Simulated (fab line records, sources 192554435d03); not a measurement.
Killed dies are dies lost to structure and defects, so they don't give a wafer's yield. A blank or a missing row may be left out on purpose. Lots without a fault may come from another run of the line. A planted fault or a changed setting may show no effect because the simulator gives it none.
Split-lot experiment | flow n5_finfet | 7 lots, 39 wafers read, on a route of 1938 steps

THE SPLIT
At N5_BEOL_M0_SAQP_PECVD_04 (deposits a-Si from SiH4/He, target thk 60 nm, time 60.2 s), the setting time_s was moved away from the recipe's 60.2 s on 12 of the 39 wafers read, by -47.6% to +23.4%. The other wafers ran this setting at the recipe's value.

FROM THE SPLIT TO THE READING: what the file shows between them, 7 steps
- N5_BEOL_M0_SAQP_THK_MEAS_05
- N5_BEOL_M0_SAQP_HM_DEP_111: deposits SiO2 from SiH4/N2O, target thk 12 nm, time 7.2 s
- N5_BEOL_M0_SAQP_COAT_81: time 60 s, resist thk 100 nm
- N5_BEOL_M0_SAQP_ETCH_84: etches SOC in N2/H2, target depth 100 nm, overetch 20 nm, time 150 s
- N5_BEOL_M0_SAQP_STRIP_80: strips in N2/H2
- N5_BEOL_M0_SAQP_HM_OPEN_112: chemistry CHF3/O2, target SiO2, stops on a-Si, target depth 12 nm, time 13.5 s
- N5_BEOL_M0_SAQP_STRIP_113: strips in CHF3/O2

THE READING
oes_product_au, in a.u., at N5_BEOL_M0_SAQP_MANDREL_ETCH_20 (etches a-Si in HBr/Cl2, stops on SiNx, target depth 60 nm, bt time 10 s, time 30 s). Fault-free wafers of this fab line usually give 0.780 a.u., standard deviation 0.012 a.u..

wafer  | tool, chamber at the split | time_s as run, s | against the recipe | oes_product_au, a.u. | against lot-mates on the recipe
L074.4 | pecvd-02, 2                | 60.2             | recipe             | 0.797                | -
L074.5 | pecvd-02, 1                | 60.2             | recipe             | 0.803                | -
L074.6 | pecvd-02, 2                | 60.2             | recipe             | 0.790                | -
L078.1 | pecvd-04, 0                | 74.3             | +23.4%             | 0.890                | +0.107
L078.2 | pecvd-04, 2                | 74.3             | +23.4%             | 0.877                | +0.094
L078.3 | pecvd-04, 1                | 60.2             | recipe             | 0.775                | -
L078.4 | pecvd-04, 2,0              | 60.2             | recipe             | 0.786                | -
L078.5 | pecvd-04, 2,0              | 60.2             | recipe             | 0.788                | -
L078.6 | pecvd-04, 1                | 74.3             | +23.4%             | 0.877                | +0.094
L082.1 | pecvd-04, 1                | 60.2             | recipe             | 0.764                | -
L082.2 | pecvd-04, 0,1              | 60.2             | recipe             | 0.792                | -
L082.3 | pecvd-04, 2                | 60.2             | recipe             | 0.784                | -
L082.4 | pecvd-04, 2,0              | 60.2             | recipe             | 0.804                | -
L082.5 | pecvd-04, 2,0              | 60.2             | recipe             | 0.805                | -
L082.6 | pecvd-04, 0,1              | 60.2             | recipe             | 0.788                | -
L083.1 | pecvd-04, 2,0              | 60.2             | recipe             | 0.766                | -
L083.2 | pecvd-04, 2,0              | 60.2             | recipe             | 0.791                | -
L083.3 | pecvd-04, 1                | 60.2             | recipe             | 0.788                | -
L083.4 | pecvd-04, 2                | 60.2             | recipe             | 0.793                | -
L083.5 | pecvd-04, 1                | 60.2             | recipe             | 0.775                | -
L083.6 | pecvd-04, 0                | 60.2             | recipe             | 0.806                | -
L084.1 | pecvd-03, 1                | 31.54            | -47.6%             | 0.566                | -0.206
L084.2 | pecvd-03, 2                | 60.2             | recipe             | 0.760                | -
L084.3 | pecvd-03, 0                | 60.2             | recipe             | 0.759                | -
L084.4 | pecvd-03, 2                | 31.54            | -47.6%             | 0.586                | -0.186
L084.5 | pecvd-03, 1                | 31.54            | -47.6%             | 0.555                | -0.217
L084.6 | pecvd-03, 0                | 60.2             | recipe             | 0.797                | -
L087.1 | pecvd-03, 0                | 60.2             | recipe             | 0.770                | -
L087.2 | pecvd-03, 2                | 41.12            | -31.7%             | 0.627                | -0.152
L087.3 | pecvd-03, 1                | 41.12            | -31.7%             | 0.620                | -0.159
L087.4 | pecvd-03, 0                | 60.2             | recipe             | 0.794                | -
L087.5 | pecvd-03, 1                | 41.12            | -31.7%             | 0.633                | -0.146
L087.6 | pecvd-03, 2                | 60.2             | recipe             | 0.772                | -
L093.1 | pecvd-03, 0                | 37.66            | -37.4%             | 0.605                | -0.168
L093.2 | pecvd-03, 1                | 60.2             | recipe             | 0.773                | -
L093.3 | pecvd-03, 2                | 60.2             | recipe             | 0.770                | -
L093.4 | pecvd-03, 2,0              | 37.66            | -37.4%             | 0.610                | -0.163
L093.5 | pecvd-03, 1                | 60.2             | recipe             | 0.776                | -
L093.6 | pecvd-03, 2,0              | 37.66            | -37.4%             | 0.600                | -0.173
Where a row lists several chambers, the file gives one row for several wafers and doesn't say which wafer went through which chamber.

THE FIT
A straight line over all 39 wafers: oes_product_au changes by +0.0046 a.u. for each +1% of time_s; r = +0.99; the points scatter about the line by 0.013 a.u..
The same after taking each lot's own level away (the mean of its wafers on the recipe; 39 wafers): +0.0044 a.u. for each +1%; r = +0.99; scatter 0.012 a.u..
On that fit, the largest move of time_s shifts the reading by 0.21 a.u..
The lots' own levels span 0.7720 to 0.7967 a.u., that is 2.1 times the standard deviation above.
So the lot-to-lot level changes the slope little: the two slopes agree.
Check: with one of the wafers moved furthest among these (-47.6%) left out of the fit, the line predicts -0.211 a.u. for it against its lot-mates. It came out at -0.206 a.u. against them.

OTHER SPLITS ON THESE WAFERS
These wafers also went through other splits before the reading. Each is held against what the fit with the lots' levels taken away leaves over:
other split on the same wafers       | wafers away from the commonest value | r with oes_product_au (lot level and that fit taken away)
N5_FIN_SAQP_HM_DEP_72 target_thk_a   | 12                                   | +0.31
N5_DUMMY_GATE_ETCH_31 target_depth_a | 15                                   | +0.01
N5_HKMG_FIN_PWFM_ALD_03 ald_cycles   | 15                                   | -0.14

THE WHOLE CHAIN: every reading that the file lists as answering this split, in the file's order
step                            | what it does                                                                       | reading                                                                               | change (the file's fit)                   | r (the file's)
N5_BEOL_M0_SAQP_PECVD_04        | deposits a-Si from SiH4/He, target thk 60 nm, time 60.2 s                          | a-Si_of_BEOL_M0_SAQP_PECVD_04.thk_nm (the simulator's own value, which no gauge read) | +0.604 nm for each +1% of the setting     | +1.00
N5_BEOL_M0_SAQP_THK_MEAS_05     |                                                                                    | thk_nm                                                                                | withheld for each +1% of the setting      | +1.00
N5_BEOL_M0_SAQP_HM_OPEN_112     | chemistry CHF3/O2, target SiO2, stops on a-Si, target depth 12 nm, time 13.5 s     | a-Si_of_BEOL_M0_SAQP_PECVD_04.thk_nm (the simulator's own value, which no gauge read) | +0.606 nm for each +1% of the setting     | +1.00
N5_BEOL_M0_SAQP_MANDREL_ETCH_20 | etches a-Si in HBr/Cl2, stops on SiNx, target depth 60 nm, bt time 10 s, time 30 s | oes_product_au                                                                        | +0.00442 a.u. for each +1% of the setting | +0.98
N5_BEOL_M0_SAQP_MANDREL_ETCH_20 | etches a-Si in HBr/Cl2, stops on SiNx, target depth 60 nm, bt time 10 s, time 30 s | etch.depth_nm (the simulator's own value, which no gauge read)                        | +0.605 nm for each +1% of the setting     | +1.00

THE FILE'S OWN FIT
oes_product_au changes by +0.00442 a.u. for each +1% of time_s, r = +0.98.
